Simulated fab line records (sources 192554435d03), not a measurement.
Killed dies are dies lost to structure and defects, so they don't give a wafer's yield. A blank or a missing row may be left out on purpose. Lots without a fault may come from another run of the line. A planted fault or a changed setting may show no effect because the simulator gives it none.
Lot-split experiment | flow n5 finfet | 7 lots, 39 wafers read, on a route of 1938 steps

## THE SPLIT
At N5_PASSIVATION_ETCH_54 (etches SiO2 in CHF3/O2, target depth 880 nm, time 440 s), the setting target depth a was moved away from the recipe's 8800 angstrom on 9 of the 39 wafers read, by -35.9% to +40.6%. This setting was run at the recipe's value on the other wafers.

The reading is taken at the split's own step.

## THE READING
PASSIVATION.feature depth nm (the simulator's own value, which no gauge read), in nm, at N5_PASSIVATION_ETCH_54 (etches SiO2 in CHF3/O2, target depth 880 nm, time 440 s). The file does not state a usual value for it. Average 877.6 nm, standard deviation 15 nm, over the 30 wafers here run with the recipe.

wafer  | tool, chamber at the split | target depth a as run, angstrom | against the recipe | PASSIVATION.feature depth nm, nm | against lot-mates on the recipe
L075.1 | rie diel-01, 2             | 8800                            | recipe             | 882.2                            | -
L075.2 | rie diel-01, 3             | 8800                            | recipe             | 878                              | -
L075.3 | rie diel-01, 0             | 8800                            | recipe             | 866.6                            | -
L075.4 | rie diel-01, 3             | 8800                            | recipe             | 876.2                            | -
L075.5 | rie diel-01, 0             | 8800                            | recipe             | 866.6                            | -
L075.6 | rie diel-01, 2             | 8800                            | recipe             | 874.4                            | -
L076.1 | rie diel-04, 1             | 12370                           | +40.6%             | 1257                             | +375.8
L076.2 | rie diel-04, 3             | 8800                            | recipe             | 870                              | -
L076.3 | rie diel-04, 0             | 12370                           | +40.6%             | 1219                             | +337.8
L076.4 | rie diel-04, 2             | 12370                           | +40.6%             | 1269                             | +387.8
L076.5 | rie diel-04, 2             | 8800                            | recipe             | 899.6                            | -
L076.6 | rie diel-04, 3             | 8800                            | recipe             | 874                              | -
L084.1 | rie diel-04, 3             | 8800                            | recipe             | 906.4                            | -
L084.2 | rie diel-04, 2             | 8800                            | recipe             | 900.2                            | -
L084.3 | rie diel-04, 1             | 8800                            | recipe             | 879.2                            | -
L084.4 | rie diel-04, 0             | 8800                            | recipe             | 859                              | -
L084.5 | rie diel-04, 0             | 8800                            | recipe             | 862.8                            | -
L084.6 | rie diel-04, 3             | 8800                            | recipe             | 909.4                            | -
L091.2 | rie diel-01, 3             | 8800                            | recipe             | 872                              | -
L091.5 | rie diel-01, 2             | 8800                            | recipe             | 875                              | -
L091.6 | rie diel-01, 3             | 8800                            | recipe             | 878                              | -
L095.1 | rie diel-01, 0             | 8800                            | recipe             | 864.8                            | -
L095.2 | rie diel-01, 1             | 8800                            | recipe             | 894.2                            | -
L095.3 | rie diel-01, 2             | 8800                            | recipe             | 875.4                            | -
L095.4 | rie diel-01, 3             | 8800                            | recipe             | 873.4                            | -
L095.5 | rie diel-01, 0             | 8800                            | recipe             | 858                              | -
L095.6 | rie diel-01, 3             | 8800                            | recipe             | 888.4                            | -
L096.1 | rie diel-03, 0             | 5639                            | -35.9%             | 555                              | -316.8
L096.2 | rie diel-03, 3             | 8800                            | recipe             | 881.2                            | -
L096.3 | rie diel-03, 1             | 8800                            | recipe             | 851.2                            | -
L096.4 | rie diel-03, 0             | 5639                            | -35.9%             | 560.6                            | -311.2
L096.5 | rie diel-03, 1             | 5639                            | -35.9%             | 545.6                            | -326.2
L096.6 | rie diel-03, 3             | 8800                            | recipe             | 883                              | -
L097.1 | rie diel-03, 0             | 10800                           | +22.7%             | 1054                             | +178.1
L097.2 | rie diel-03, 2             | 8800                            | recipe             | 885.8                            | -
L097.3 | rie diel-03, 1             | 8800                            | recipe             | 845.6                            | -
L097.4 | rie diel-03, 3             | 10800                           | +22.7%             | 1079                             | +203.1
L097.5 | rie diel-03, 2             | 8800                            | recipe             | 896.2                            | -
L097.6 | rie diel-03, 1             | 10800                           | +22.7%             | 1041                             | +165.1

THE FIT
A straight line over all 39 wafers: PASSIVATION.feature depth nm changes by +8.92 nm for each +1% of target depth a; r = +0.99; the points scatter about the line by 17 nm.
The same after taking each lot's own level away (the mean of its wafers on the recipe; 39 wafers): +8.83 nm for each +1%; r = +0.99; scatter 16 nm.
Per that fit: largest target depth a move, reading shift of 3.6e+02 nm.
Measured against the standard deviation above, the lots' own levels, which go from 871.80 to 886.17 nm, span 0.9 times it.
Hence the lot-to-lot level has little effect on the slope; both slopes agree.
Check: with one of the wafers moved furthest among these (+40.6%) left out of the fit, the line predicts +354 nm for it against its lot-mates. Against them it came out at +376 nm.

## THE WHOLE CHAIN: every reading that the file lists as answering this split, in the file's order
step                   | what it does                                            | reading                                                                       | change (the file's fit)              | r (the file's)
N5_PASSIVATION_ETCH_54 | etches SiO2 in CHF3/O2, target depth 880 nm, time 440 s | etch.depth nm (the simulator's own value, which no gauge read)                | +8.82 nm for each +1% of the setting | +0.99
N5_PASSIVATION_ETCH_54 | etches SiO2 in CHF3/O2, target depth 880 nm, time 440 s | PASSIVATION.feature depth nm (the simulator's own value, which no gauge read) | +8.82 nm for each +1% of the setting | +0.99

## FILE'S OWN FIT
PASSIVATION.feature depth nm changes by +8.82 nm for each +1% of target depth a, r = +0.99.
